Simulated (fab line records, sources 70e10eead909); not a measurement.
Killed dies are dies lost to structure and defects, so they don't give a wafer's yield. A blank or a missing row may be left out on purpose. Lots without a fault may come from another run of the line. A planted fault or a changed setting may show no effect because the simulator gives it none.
fab line records | flow nand_harc
record lots=11 wafers=33 last_day=32
route steps=1302 shown A_CHANNEL_FILL_D1@493 A_DECK1_JOINT@526
lots that met no fault: from a run of the same line without faults
start_h: hours from the record's first day to the start of the lot's first wafer shown | wait_h: hours since the lot's step before | " the same as in the row above | L1.1+2: a row that stands for several wafers | - no value, or no start given | * or withheld: withheld | < > ~ a bound
route shown NAME@n: a module of which the file shows steps, and the number in the route of the first | usual: mean/standard deviation of fault-free wafers | same: alike in all rows | chamber/n: place in a boat | sites: the reading at each site | _std_site: their standard deviation | _edge_site: outer sites' mean less inner sites' | radius_mm: how far each site lies from the wafer's centre | mask NAME#n: copy n | behind: the tool/chamber that last shaped the wafer | hold: why the lot was held/for how many hours/how that ended | device: the transistor (n, p or np) that didn't switch | end of line: the same wafers' tests at the end of the route | a step without rows: its recipe alone | killed: dies lost to structure and defects at the first sort, not the wafer's yield | map: a wafer's dies, x killed, . not, _ none there
set.NAME: the setting as run; set.NAME@STEP: as run at that earlier step | model.NAME: the simulator's own value behind a step, which no gauge read
steps of the route over a sample of lots; a table a step, a row a wafer
services: from which hour (start_h, from the record's first day; less than 0 if before it) a tool's chamber was out of use, for how many hours, and why
## steps
# step NHARC_A_CHANNEL_FILL_D1_ALD_03
# recipe target_thk_a=60 pulse_time_s=60 ald_cycles=58 temp_c=630 pressure_torr=2 material=SiNx
# usual precursor_pulse_height_rel=1.001/0.02
# same ald_cycles=58
# columns lot.wafer tool chamber start_h wait_h precursor_pulse_height_rel
L583.3 ald_sin_batch-02 0 - - 0.999
L583.5 " 0 " " 1.005
L583.6 " 0 " " 1.005
L584.1 ald_sin_batch-01 0 - - 0.988
L584.5 " 0 " " 0.990
L584.6 " 0 " " 0.996
L585.1 ald_sin_batch-02 0 - - 1.002
L585.3 " 0 " " 1.051
L585.6 " 0 " " 1.020
L587.2 ald_sin_batch-02 0 - - 0.997
L587.4 " 0 " " 1.012
L587.6 " 0 " " 0.983
L599.1 ald_sin_batch-01 0 - - 1.016
L599.2 " 0 " " 1.006
L599.5 " 0 " " 1.020
L600.1 ald_sin_batch-01 0 - - 0.986
L600.2 " 0 " " 0.998
L600.3 " 0 " " 0.955
L601.2 ald_sin_batch-03 0 - - 0.980
L601.4 " 0 " " 0.994
L601.6 " 0 " " 0.999
L602.1 ald_sin_batch-03 0 - - 1.004
L602.3 " 0 " " 0.989
L602.5 " 0 " " 1.010
L603.3 ald_sin_batch-02 0 - - 1.023
L603.4 " 0 " " 1.027
L603.5 " 0 " " 0.973
L604.2 ald_sin_batch-02 0 - - 0.988
L604.3 " 0 " " 0.971
L604.6 " 0 " " 0.977
L605.1 ald_sin_batch-02 0 - - 1.018
L605.2 " 0 " " 1.023
L605.4 " 0 " " 0.991
# step NHARC_A_CHANNEL_FILL_D1_STRIP_28
# recipe time_s=20 o2_flow_sccm=500 ar_flow_sccm=0 bias_w=0 chemistry=O2
# usual chamber_pressure_mTorr=60.00/0.057 drypump_motor_current_A=5.6/0.41 oes_product_au=0.997/0.015 rf_vpp_V=57.8/0.9 showerhead_plenum_p_Torr=3.55/0.15 throttle_valve_pct=17.037/0.0091
# columns lot.wafer tool chamber start_h wait_h chamber_pressure_mTorr drypump_motor_current_A oes_product_au rf_hours_counter_h rf_vpp_V showerhead_plenum_p_Torr throttle_valve_pct
L583.3 rie_diel-11 3 209.16 0.1 59.98 6.3 1.004 6.9 57.4 3.61 17.037
L583.5 " 2 " " 60.05 5.8 0.997 - 57.9 3.49 17.030
L583.6 " 3 " " 60.04 6.3 0.993 - 58.6 3.61 17.058
L584.1 rie_diel-11 3 220.62 0.1 60.00 6.3 1.014 7.5 58.3 3.61 17.045
L584.5 " 0 " " 60.10 5.4 1.020 - 55.9 3.33 17.038
L584.6 " 1 " " 59.90 5.2 1.006 - 57.7 3.52 17.048
L585.1 rie_diel-07 2 228.01 0.1 60.05 5.7 1.018 4.0 57.6 3.30 17.031
L585.3 " 3 " " 59.97 5.7 0.983 4.7 57.8 3.46 17.032
L585.6 " 1 " " 60.02 5.0 0.983 - 59.4 3.71 17.049
L587.4 rie_diel-09 1 244.34 0.1 60.04 5.9 1.015 3.8 58.5 3.67 17.052
L587.2 " 3 " " 60.00 5.7 0.976 4.5 58.7 3.78 17.021
L587.6 " 2 " " 60.03 5.2 0.975 - 56.9 3.77 17.048
L599.2 rie_diel-11 2 383.10 0.1 59.98 5.8 1.000 8.5 58.1 3.48 17.045
L599.1 " 3 " " 60.00 6.3 1.026 9.7 58.2 3.60 17.022
L599.5 " 2 " " 59.97 5.7 1.001 - 57.8 3.48 17.032
L600.1 rie_diel-09 2 383.12 0.1 60.02 5.2 1.005 3.0 58.1 3.77 17.044
L600.3 " 3 " " 59.99 5.7 0.993 2.9 58.9 3.78 17.035
L600.2 " 0 " " 60.01 5.3 0.997 3.1 57.1 3.56 17.031
L601.4 rie_diel-09 3 398.70 0.1 59.96 5.7 0.982 3.7 57.6 3.78 17.040
L601.2 " 2 " " 59.98 5.2 1.004 3.8 58.6 3.77 17.044
L601.6 " 0 " " 59.97 5.4 0.991 - 58.7 3.56 17.027
L602.1 rie_diel-07 2 398.72 0.1 59.93 5.6 0.990 4.3 56.9 3.30 17.033
L602.3 " 3 " " 60.01 5.7 0.975 4.3 57.7 3.46 17.036
L602.5 " 0 " " 60.02 6.5 0.986 - 57.1 3.44 17.031
L603.4 rie_diel-09 1 417.48 0.1 60.00 5.9 1.012 4.5 58.5 3.66 17.026
L603.3 " 2 " " 59.89 5.2 1.022 4.3 58.8 3.77 17.040
L603.5 " 0 " " 59.96 5.3 1.006 - 56.9 3.55 17.034
L604.3 rie_diel-09 0 431.74 0.1 59.95 5.4 0.987 5.6 57.0 3.55 17.049
L604.2 " 1 " " 60.00 5.9 1.000 5.4 57.4 3.66 17.054
L604.6 " 0 " " 59.98 5.3 0.980 - 56.4 3.55 17.049
L605.2 rie_diel-11 0 431.75 0.1 60.02 5.4 1.002 12.7 57.2 3.33 17.020
L605.1 " 2 " " 59.90 5.8 0.986 11.9 57.1 3.48 17.036
L605.4 " 0 " " 59.98 5.4 1.005 - 58.0 3.33 17.037
# step NHARC_A_DECK1_JOINT_CVD_12
# recipe target_thk_a=900 temp_c=620 pressure_mtorr=200 time_s=1800 material=poly-Si
# usual pressure_mtorr=200.0/0.4 spike_tc_bottom_C=639.8/2 spike_tc_centre_C=621.0/1.1 spike_tc_lower_C=621.7/1.2 spike_tc_top_C=637.8/2.4 spike_tc_upper_C=620.1/1.5 tube_center_temp_C=620/0.059 zone_power_lower_pct=7.9/0.47 zone_power_upper_pct=9.2/0.48
# columns lot.wafer tool chamber start_h wait_h pressure_mtorr spike_tc_bottom_C spike_tc_centre_C spike_tc_lower_C spike_tc_top_C spike_tc_upper_C tube_center_temp_C zone_power_lower_pct zone_power_upper_pct
L583.3 lpcvd_poly-02 0 239.92 2.4 198.9 639.8 621.9 622.9 636.5 620.3 619.98 8.2 8.9
L583.5 " 0 " " 199.6 638.8 622.2 622.3 635.6 620.4 619.99 8.2 8.8
L583.6 " 0 " " 199.7 638.0 622.0 619.7 635.5 622.5 620.01 8.2 8.9
L584.1 lpcvd_poly-01 0 251.87 2.5 198.8 639.8 621.0 620.5 638.8 619.8 619.92 8.5 9.2
L584.5 " 0 " " 200.5 638.0 622.3 620.5 637.6 617.7 620.06 8.6 9.0
L584.6 " 0 " " 199.9 640.8 620.2 620.0 639.1 618.1 619.99 8.4 9.1
L585.1 lpcvd_poly-02 0 260.30 2.5 199.7 638.5 621.6 624.6 635.7 621.0 620.09 8.2 8.9
L585.3 " 0 " " 200.2 638.9 620.3 619.4 636.2 621.3 620.02 8.2 8.7
L585.6 " 0 " " 200.5 637.7 622.2 623.5 636.1 621.9 619.89 8.2 9.0
L587.2 lpcvd_poly-04 0 275.35 2.6 200.2 657.9 637.7 638.0 657.0 635.9 636.15 7.5 10.4
L587.4 " 0 " " 200.2 657.6 636.9 638.2 657.3 632.8 636.15 7.6 10.6
L587.6 " 0 " " 200.0 659.1 637.4 634.7 657.7 634.4 636.08 7.6 10.4
L599.1 lpcvd_poly-02 0 414.01 2.4 199.6 639.7 618.8 622.4 635.0 620.4 620.01 8.1 8.9
L599.2 " 0 " " 199.7 637.5 619.2 622.8 636.9 622.0 620 8.0 8.9
L599.5 " 0 " " 199.5 638.2 621.6 623.5 636.1 621.0 619.99 8.2 8.8
L600.1 lpcvd_poly-02 0 414.01 2.5 200.0 638.6 620.7 621.3 634.5 621.3 620.12 8.2 8.8
L600.2 " 0 " " 199.8 640.0 621.0 623.1 636.6 619.3 619.94 8.2 8.9
L600.3 " 0 " " 200.1 638.2 619.7 622.6 637.7 621.9 620.02 8.1 8.7
L601.2 lpcvd_poly-01 0 430.09 2.6 200.3 637.9 621.2 620.9 637.9 619.5 619.98 8.6 9.1
L601.4 " 0 " " 199.9 640.3 620.0 621.3 636.1 618.8 620.03 8.5 9.2
L601.6 " 0 " " 200.0 639.6 621.4 620.2 637.2 619.7 619.97 8.6 9.2
L602.1 lpcvd_poly-01 0 430.09 2.6 200.5 640.2 620.3 618.4 637.6 621.5 620.06 8.4 9.0
L602.3 " 0 " " 200.2 641.7 621.9 619.0 638.2 618.9 620.03 8.5 9.1
L602.5 " 0 " " 200.3 641.0 623.0 620.6 639.7 618.8 619.88 8.6 9.1
L603.3 lpcvd_poly-04 0 449.05 2.6 200.6 642.8 618.3 622.0 640.2 618.1 619.98 7.3 9.8
L603.4 " 0 " " 200.0 642.2 620.3 620.6 641.8 618.6 620.09 7.0 9.9
L603.5 " 0 " " 200.3 642.0 621.3 621.5 641.3 619.0 620.01 7.2 9.9
L604.2 lpcvd_poly-04 0 462.65 2.7 199.8 641.3 618.8 621.2 641.2 619.1 619.98 7.2 9.9
L604.3 " 0 " " 200.1 642.5 621.9 619.0 640.8 619.3 620 7.1 10.0
L604.6 " 0 " " 199.7 641.2 621.2 620.0 642.9 617.8 619.89 7.2 10.0
L605.1 lpcvd_poly-04 0 462.65 2.5 200.5 643.2 622.4 622.0 640.7 618.5 620.03 7.2 10.0
L605.2 " 0 " " 199.9 642.8 619.7 621.1 641.3 618.1 620.07 7.1 10.0
L605.4 " 0 " " 199.5 641.1 621.3 620.1 641.8 617.5 619.92 7.2 9.8
# step NHARC_A_DECK1_JOINT_ETCHBACK_00
# recipe target_depth_a=300 time_s=17.4 hbr_flow_sccm=150 rf_w=350 icp_w=350 bias_w=60 chemistry=HBr
# usual chamber_pressure_mTorr=15.002/0.013 drypump_motor_current_A=5.8/0.38 oes_product_au=0.999/0.014 throttle_valve_pct=23.266/0.0091
# columns lot.wafer tool chamber start_h wait_h chamber_pressure_mTorr drypump_motor_current_A oes_product_au rf_hours_counter_h throttle_valve_pct
L583.3 rie_si-05 2 243.10 0.1 15.000 6.5 0.989 0.72 23.283
L583.6 " 1 " " 15.004 6.2 0.978 - 23.273
L583.5 " 2 " " 15.014 6.5 0.989 - 23.269
L584.1 rie_si-03 0 255.11 0.1 15.012 5.5 0.986 0.26 23.280
L584.5 " 3 " " 15.012 5.4 1.000 - 23.270
L584.6 " 0 " " 14.983 5.5 0.990 - 23.266
L585.1 rie_si-05 2 263.52 0.1 15.021 6.5 0.990 0.90 23.267
L585.3 " 0 " " 15.007 6.1 0.983 0.78 23.270
L585.6 " 2 " " 15.010 6.5 0.994 - 23.271
L587.4 rie_si-05 2 278.56 0.1 15.016 6.5 1.010 1.02 23.263
L587.2 " 1 " " 14.989 6.3 0.990 1.03 23.268
L587.6 " 2 " " 15.015 6.5 1.007 - 23.252
L600.1 rie_si-05 1 417.23 0.1 15.010 6.3 0.990 0.65 23.264
L600.2 " 2 " " 14.991 6.5 1.001 0.68 23.283
L600.3 " 3 " " 15.001 6.2 1.019 0.63 23.252
L599.1 rie_si-02 1 417.23 0.1 14.991 5.5 0.984 0.90 23.259
L599.2 " 0 " " 15.026 6.0 1.018 0.94 23.264
L599.5 " 1 " " 15.008 5.5 0.995 - 23.252
L601.2 rie_si-05 3 433.31 0.1 15.001 6.1 1.016 0.69 23.266
L601.4 " 2 " " 14.995 6.4 0.985 0.79 23.263
L601.6 " 3 " " 15.005 6.1 1.015 - 23.265
L602.1 rie_si-02 3 433.32 0.1 14.998 6.1 0.988 0.98 23.268
L602.3 " 0 " " 14.967 5.9 1.006 1.06 23.258
L602.5 " 3 " " 14.997 6.2 0.977 - 23.259
L603.4 rie_si-03 2 452.31 0.1 15.005 5.2 0.984 0.37 23.260
L603.3 " 3 " " 14.991 5.4 1.007 0.34 23.252
L603.5 " 2 " " 14.994 5.2 0.997 - 23.263
L605.2 rie_si-03 2 465.89 0.1 15.000 5.2 0.987 0.54 23.257
L605.4 " 3 " " 15.000 5.4 1.007 0.46 23.278
L605.1 " 1 " " 14.988 5.6 1.002 0.43 23.257
L604.2 rie_si-02 2 465.90 0.1 15.033 5.9 1.009 0.04 23.242
L604.3 " 3 " " 15.011 6.2 0.987 0.08 23.255
L604.6 " 2 " " 15.009 5.9 1.012 - 23.262
## services
# columns tool chamber start_h hours kind
rie_si-05 3 191.97 6.8 repair
lpcvd_poly-02 - 206.00 26.0 pm
rie_si-02 - 215.62 2.8 repair
rie_si-03 - 221.00 9.0 pm
rie_si-05 - 228.67 2.8 repair
rie_si-03 3 250.62 2.0 repair
rie_diel-11 - 255.56 9.0 pm
ald_sin_batch-02 - 266.00 26.0 pm
rie_si-02 - 277.00 9.0 pm
rie_diel-09 0 286.43 3.3 repair
rie_si-05 2 295.16 3.1 repair
rie_diel-11 2 303.69 10.1 repair
rie_diel-09 1 304.95 3.8 repair
rie_si-05 - 305.00 9.0 pm
rie_diel-09 - 320.13 9.0 pm
rie_si-05 0 321.96 10.4 repair
rie_diel-09 1 337.23 6.0 repair
ald_sin_batch-01 - 350.30 5.1 repair
rie_si-02 1 357.88 5.1 repair
rie_diel-09 0 377.78 2.6 repair
lpcvd_poly-02 - 378.84 7.9 repair
rie_diel-11 3 429.69 20.6 repair
rie_diel-11 - 432.56 9.0 pm
ald_sin_batch-02 - 459.97 15.8 repair
## key
first_sign step=NHARC_A_DECK1_JOINT_CVD_12 reading=tube_center_temp_C direction=up sigmas=99+ usual=* struck=*
effect step=NHARC_A_DECK1_JOINT_CVD_12 reading=spike_tc_centre_C direction=up sigmas=16 usual=621.0 struck=637.4
met_at NHARC_A_DECK1_JOINT_CVD_12
struck_lots L587
tester_left_out L587
not_acting_at NHARC_A_CHANNEL_FILL_D1_ALD_03,NHARC_A_CHANNEL_FILL_D1_STRIP_28,NHARC_A_DECK1_JOINT_ETCHBACK_00
fault kind=process_parameter_drift tool=lpcvd_poly-04 chamber=- onset_h=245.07 steps=NHARC_P_GATE_CVD_17,NHARC_A_SOURCE_PLATE_CVD_03,NHARC_A_CHANNEL_FILL_D1_CVD_18,NHARC_A_CHANNEL_FILL_D1_CVD_05,NHARC_A_CHANNEL_FILL_D1_CVD_09,NHARC_A_DECK1_JOINT_CVD_12,NHARC_A_CHANNEL_FILL_D2_CVD_18,NHARC_A_CHANNEL_FILL_D2_CVD_05,+2 channel=temp_c offset=* shape=step end_h=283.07
# tester_left_out: of these lots the tester's yield and bins aren't shown, on N5 and GAA mostly nor the transistor test; their killed dies are dies lost to structure and defects alone, not to doping, threshold or leakage, so they don't give the yield
